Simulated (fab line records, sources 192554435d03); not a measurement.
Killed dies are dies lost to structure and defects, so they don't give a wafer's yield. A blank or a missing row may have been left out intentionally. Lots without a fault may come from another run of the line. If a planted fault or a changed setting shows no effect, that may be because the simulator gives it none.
One fault through the eyes of 2 desks ; flow n5-finfet ; each desk holds nothing but its own numbers, with what lay behind them at the end

== FOR THE TOOL OWNER'S DESK: euv-scanner-01 ==
The tool's own readings at N5_BEOL_M5_EXPOSE_08 (exposes mask M5, target cd 28 nm): means of the sampled wafers that have a number, for each lot that ran on this tool. Any lot whose mean is over 4 standard deviations away from the usual mean is out of limits and marked OUT; that distance is given in the brackets.
Columns: A = focus-offset-nm at N5_BEOL_M5_EXPOSE_08, usual 0.0 nm
lot;first seen here;A
L186;day 9 00:46;0.4
L188;day 9 13:22;-0.3
L194;day 11 10:33;0.2
L195;day 11 14:05;-0.3
L196;day 11 16:35;0.1
This desk's finding: nothing out of limits on any of the 5 lots.

== METROLOGY DESK ==
What the gauges read for every lot (on any tool): the sampled wafers with a number, averaged. Any lot whose mean is over 4 standard deviations away from the usual mean is out of limits and marked OUT; that distance is given in the brackets.
Columns: A = M5_OVL at N5_BEOL_M5_OVL_MEAS_12, usual -0.3 nm
lot;first seen here;A
L183;day 8 10:55;-0.6
L185;day 8 13:54;-0.6
L186;day 9 00:56;-0.1
L188;day 9 13:32;0.2
L194;day 11 10:43;6.6 (+10) OUT
L195;day 11 14:15;7.1 (+11) OUT
L196;day 11 16:45;7.4 (+11) OUT
L200;day 11 19:20;-0.2
L199;day 12 00:52;-0.1
L201;day 12 20:55;0.0
L206;day 14 00:55;-1.3
This desk finds L194, L195, L196 out of limits, with the earliest case on L194 at day 11 10:43 (M5_OVL at N5_BEOL_M5_OVL_MEAS_12). Within limits: L183, L185, L186, L188, L200, L199, L201, L206.

== PUT TOGETHER ==
Metrology desk: alarm possible at day 11 10:43 on L194, L195, L196.
The tool owner's desk saw nothing out of limits.
Tool owner's desk: L194, L195, L196 on record, inside its limits.
Of the lots named, all ran N5_BEOL_M5_EXPOSE_08 on euv-scanner-01.

== WHAT THE SIMULATOR HAD PUT IN ==
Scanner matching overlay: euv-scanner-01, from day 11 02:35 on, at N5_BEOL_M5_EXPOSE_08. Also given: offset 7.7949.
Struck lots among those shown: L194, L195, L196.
Hours from the fault's start to each desk's first reading out of limits: the metrology desk, 8.
